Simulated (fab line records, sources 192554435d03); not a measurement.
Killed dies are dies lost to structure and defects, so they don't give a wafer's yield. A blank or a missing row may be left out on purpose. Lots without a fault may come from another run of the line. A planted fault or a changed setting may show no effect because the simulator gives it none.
fab line records | flow n5_finfet
record lots=7 wafers=39
route steps=1938 shown PMOS_HMC_CHANNEL_EPI@78 STI_FIN_REVEAL@200 HKMG_FIN@421 GATE_CUT@469 MOL_CONTACT_COAG@609 BEOL_M4@1111
start_h: hours from the record's first day to the start of the lot's first wafer shown | wait_h: hours since the lot's step before | " the same as in the row above | L1.1+2: a row that stands for several wafers | - no value, or no start given | * or withheld: withheld | < > ~ a bound
route shown NAME@n: a module of which the file shows steps, and the number in the route of the first | usual: mean/standard deviation of fault-free wafers | same: alike in all rows | chamber/n: place in a boat | sites: the reading at each site | _std_site: their standard deviation | _edge_site: outer sites' mean less inner sites' | radius_mm: how far each site lies from the wafer's centre | mask NAME#n: copy n | behind: the tool/chamber that last shaped the wafer | hold: why the lot was held/for how many hours/how that ended | device: the transistor (n, p or np) that didn't switch | end of line: the same wafers' tests at the end of the route | a step without rows: its recipe alone | killed: dies lost to structure and defects at the first sort, not the wafer's yield | map: a wafer's dies, x killed, . not, _ none there
set.NAME: the setting as run; set.NAME@STEP: as run at that earlier step | model.NAME: the simulator's own value behind a step, which no gauge read
lots whose settings were changed on purpose; a table a step, a row a wafer
## steps
# step N5_PMOS_HMC_CHANNEL_EPI_EPI_20
# recipe material=SiGe30 mask_material=SiO2 pressure_torr=20 target_thk_a=590 temp_c=600
# step N5_STI_FIN_REVEAL_OXIDATION_31
# recipe chemistry=O2_PLASMA_REMOTE temp_c=150 time_s=20 pressure_mtorr=1000 source_power_w=2000 o2_flow_sccm=3000
# step N5_HKMG_FIN_PWFM_ALD_03
# recipe material=TiN target_thk_a=20 temp_c=400 ald_precursor_family=TiCl4 ald_co_reactant=NH3 pulse_time_s=1 purge_time_s=3 co_reactant_purge_time_s=2 co_reactant_pulse_time_s=2 ald_cycles=91 pressure_torr=3
# step N5_HKMG_FIN_ETCH_35
# recipe chemistry=N2/H2 target=SOC target_depth_a=2158 ion_energy_ev=65 bias_w=5 source_w=3000 time_s=243.4 pressure_mtorr=30 n2_flow_sccm=200 h2_flow_sccm=200
# step N5_HKMG_FIN_ALD_91
# recipe material=TiN target_thk_a=10 temp_c=400 ald_precursor_family=TiCl4 ald_co_reactant=NH3 pulse_time_s=1 purge_time_s=3 co_reactant_purge_time_s=2 co_reactant_pulse_time_s=2 ald_cycles=47 pressure_torr=3
# step N5_GATE_CUT_ETCH_58
# recipe chemistry=CH3F/O2 target=SiNx target_depth_a=170 time_s=128.6 ion_energy_ev=50 pressure_mtorr=30 source_w=415 bias_w=21 Ar_flow_sccm=150 CH3F_flow_sccm=30 O2_flow_sccm=20
# step N5_MOL_CONTACT_COAG_ETCHBACK_134
# recipe chemistry=CHF3 target=SiO2 target_depth_a=100 time_s=6.7 ion_energy_ev=200 pressure_mtorr=30 source_w=610 bias_w=170 Ar_flow_sccm=200 CHF3_flow_sccm=50
# step N5_BEOL_M4_RC_MEAS_101
# usual IOFF_N_LONG=5.54e-05/2.7e-06 VT_N_LONG=274.5/2.1
# columns lot.wafer tool chamber start_h wait_h set.temp_c@PMOS_HMC_CHANNEL_EPI_EPI_20 set.time_s@STI_FIN_REVEAL_OXIDATION_31 set.co_reactant_pulse_time_s@HKMG_FIN_PWFM_ALD_03 set.target_depth_a@HKMG_FIN_ETCH_35 set.ald_cycles@HKMG_FIN_ALD_91 set.source_w@GATE_CUT_ETCH_58 set.target_depth_a@MOL_CONTACT_COAG_ETCHBACK_134 IOFF_N_LONG[nA/um] VT_N_LONG[mV]
L076.1 prober-02 0 264.92 0.0 600 20 2 2299 46 415 100 5.94e-05 271.3
L076.2 " 0 " " 600 15.96 2 2299 46 415 110.9 6.23e-05 272.7
L076.3 " 0 " " 600 15.96 2 2158 47 415 100 5.95e-05 275.1
L076.4 " 0 " " 592.9 15.96 2 2158 47 415 110.9 5.58e-05 272.2
L076.5 " 0 " " 592.9 20 2 2158 46 415 100 5.96e-05 269.6
L076.6 " 0 " " 592.9 20 2 2299 47 415 110.9 5.68e-05 275.6
L074.2 prober-01 0 271.13 0.2 600 20 2 2158 47 415 100 5.86e-05 274.1
L074.3 " 0 " " 600 20 2 2158 47 415 100 5.79e-05 272.8
L074.4 " 0 " " 600 20 2 2158 47 415 100 6.03e-05 273.0
L075.1 prober-01 0 273.92 0.0 603.4 20 2 2270 47 415 104.5 5.6e-05 275.1
L075.2 " 0 " " 603.4 24.25 1.794 2158 47 415 104.5 5.36e-05 275.8
L075.3 " 0 " " 600 24.25 2 2270 49 415 100 4.8e-05 279.3
L075.4 " 0 " " 600 20 1.794 2270 47 415 100 5.5e-05 274.3
L075.5 " 0 " " 600 20 1.794 2158 49 415 104.5 4.76e-05 279.9
L075.6 " 0 " " 603.4 24.25 2 2158 49 415 100 4.77e-05 277.5
L082.1 prober-02 0 306.99 0.0 600 20 2 2158 47 349.5 100 5.03e-05 277.5
L082.2 " 0 " " 594.7 20 2 2158 47 415 100 4.9e-05 278.1
L082.3 " 0 " " 600 22.87 2.126 2158 47 415 112.7 4.98e-05 281.3
L082.4 " 0 " " 594.7 20 2.126 2158 47 349.5 112.7 5.01e-05 276.8
L082.5 " 0 " " 594.7 22.87 2.126 2158 47 415 100 5e-05 277.5
L082.6 " 0 " " 600 22.87 2 2158 47 349.5 112.7 4.81e-05 279.4
L087.1 prober-01 0 353.43 0.0 596.2 20 2 2158 44 415 100 6.31e-05 269.2
L087.2 " 0 " " 596.2 14.36 2.285 2281 44 384 100 6.66e-05 266.8
L087.3 " 0 " " 600 14.36 2 2281 47 384 100 5.42e-05 275.0
L087.4 " 0 " " 596.2 20 2.285 2158 47 415 100 5.3e-05 277.2
L087.5 " 0 " " 600 20 2 2281 44 415 100 6.48e-05 268.1
L087.6 " 0 " " 600 14.36 2.285 2158 47 384 100 5.41e-05 276.5
L093.1 prober-01 0 377.85 0.0 600 20 2 1935 44 340.5 100 6.85e-05 265.6
L093.2 " 0 " " 600 20 2 2158 47 415 87.81 5.64e-05 275.2
L093.3 " 0 " " 600 20 2 1935 44 415 87.81 6.85e-05 265.8
L093.4 " 0 " " 600 22.64 2 2158 47 340.5 100 5.46e-05 268.7
L093.5 " 0 " " 600 22.64 2 1935 47 340.5 87.81 5.35e-05 274.4
L093.6 " 0 " " 600 22.64 2 2158 44 415 100 6.79e-05 265.1
L094.1 prober-01 0 385.68 0.0 600 20 2 2158 47 493.9 104.9 5.42e-05 271.6
L094.2 " 0 " " 603.9 20 2 2085 50 493.9 100 4.56e-05 280.6
L094.3 " 0 " " 600 25.7 1.755 2158 47 415 100 5.29e-05 274.1
L094.4 " 0 " " 600 25.7 2 2158 50 415 104.9 4.53e-05 283.6
L094.5 " 0 " " 603.9 25.7 1.755 2085 50 493.9 100 4.43e-05 285.3
L094.6 " 0 " " 603.9 20 1.755 2085 47 415 104.9 5.49e-05 275.6
## key
split step=N5_PMOS_HMC_CHANNEL_EPI_EPI_20 setting=temp_c stated_as=600
response none clear
split step=N5_STI_FIN_REVEAL_OXIDATION_31 setting=time_s stated_as=20
response none clear
split step=N5_HKMG_FIN_PWFM_ALD_03 setting=co_reactant_pulse_time_s stated_as=2
response none clear
split step=N5_HKMG_FIN_ETCH_35 setting=target_depth_a stated_as=2158
response none clear
split step=N5_HKMG_FIN_ALD_91 setting=ald_cycles stated_as=47
response step=N5_BEOL_M4_RC_MEAS_101 reading=IOFF_N_LONG slope=-1.76e-06 per=1% together_with=all explained=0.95
response step=N5_BEOL_M4_RC_MEAS_101 reading=VT_N_LONG slope=+1.28 per=1% together_with=all explained=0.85
split step=N5_GATE_CUT_ETCH_58 setting=source_w stated_as=415
response none clear
split step=N5_MOL_CONTACT_COAG_ETCHBACK_134 setting=target_depth_a stated_as=100
response none clear
